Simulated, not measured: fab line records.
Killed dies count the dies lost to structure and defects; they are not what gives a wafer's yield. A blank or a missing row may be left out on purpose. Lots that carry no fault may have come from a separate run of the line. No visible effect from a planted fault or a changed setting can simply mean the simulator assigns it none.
Chamber matching ; flow n5 finfet ; N5_FIN_SAQP_PECVD_06 on pecvd-02: 3 sister chambers
The step deposits a-Si from SiH4/He, target thk 60 nm, time 48.1 s. 18 wafers are shown with their chamber, then 9 later ones without.

== WAFERS PAIRED WITH THEIR CHAMBERS ==
wafer;chamber;throttle valve pct (%);showerhead plenum p Torr (Torr);heater power w (W)
L075.1;0;17.2;5.70;866
L075.2;1;17.3;5.73;820
L075.3;2;19.9;5.65;838
L075.4;2;19.9;5.65;816
L075.5;1;17.5;5.72;827
L075.6;0;17.2;5.70;871
L083.1;1;17.6;5.75;722
L083.4;0;17.0;5.68;779
L083.6;1;17.5;5.70;716
L085.2;0;17.2;5.71;847
L085.4;0;17.2;5.71;851
L085.5;1;17.6;5.74;814
L086.1;1;17.5;5.73;813
L086.2;0;17.6;5.70;782
L086.3;2;19.8;5.63;984
L087.2;0;17.4;5.70;872
L087.4;1;17.5;5.73;829
L087.6;2;19.6;5.65;987

SIGNATURES (averages over the wafers above)
reading;chamber 0;chamber 1;chamber 2;scatter within a chamber
throttle valve pct;17.257;17.500;19.800;0.15
showerhead plenum p Torr;5.7000;5.7286;5.6450;0.0126
heater power w;838.29;791.57;906.25;57.9
Rule: a wafer lies at a distance from a chamber equal to the root of the sum of squares, over the readings, of (its reading less the chamber's mean, divided by the reading's scatter). The wafer belongs to the nearest chamber; if the next one is less than 2 further off, it can't be placed. The scatter is the square root of a quotient: the sum, over the shown wafers, of each reading's squared deviation from its chamber's mean, divided by wafers minus chambers.

== WAFERS MISSING THEIR CHAMBER ==
wafer;throttle valve pct (%);showerhead plenum p Torr (Torr);heater power w (W)
L088.1;17.3;5.74;782
L088.3;19.8;5.65;812
L088.4;17.3;5.72;785
L089.1;19.7;5.64;900
L089.3;17.2;5.70;764
L089.6;19.8;5.65;922
L095.1;19.8;5.66;854
L095.2;17.6;5.73;714
L095.3;17.3;5.70;754

== CHAMBER TAKEN BY EACH ==
wafer;from the rows above;in truth
L088.1;can't be placed: 1 or 0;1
L088.3;2;2
L088.4;can't be placed: 1 or 0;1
L089.1;2;2
L089.3;can't be placed: 0 or 1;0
L089.6;2;2
L095.1;2;2
L095.2;1;1
L095.3;can't be placed: 0 or 1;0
5 of 9 placed correctly. Cannot be placed on the basis of these rows: 4; the candidates contain the true chamber in 4. 0 placed wrongly.
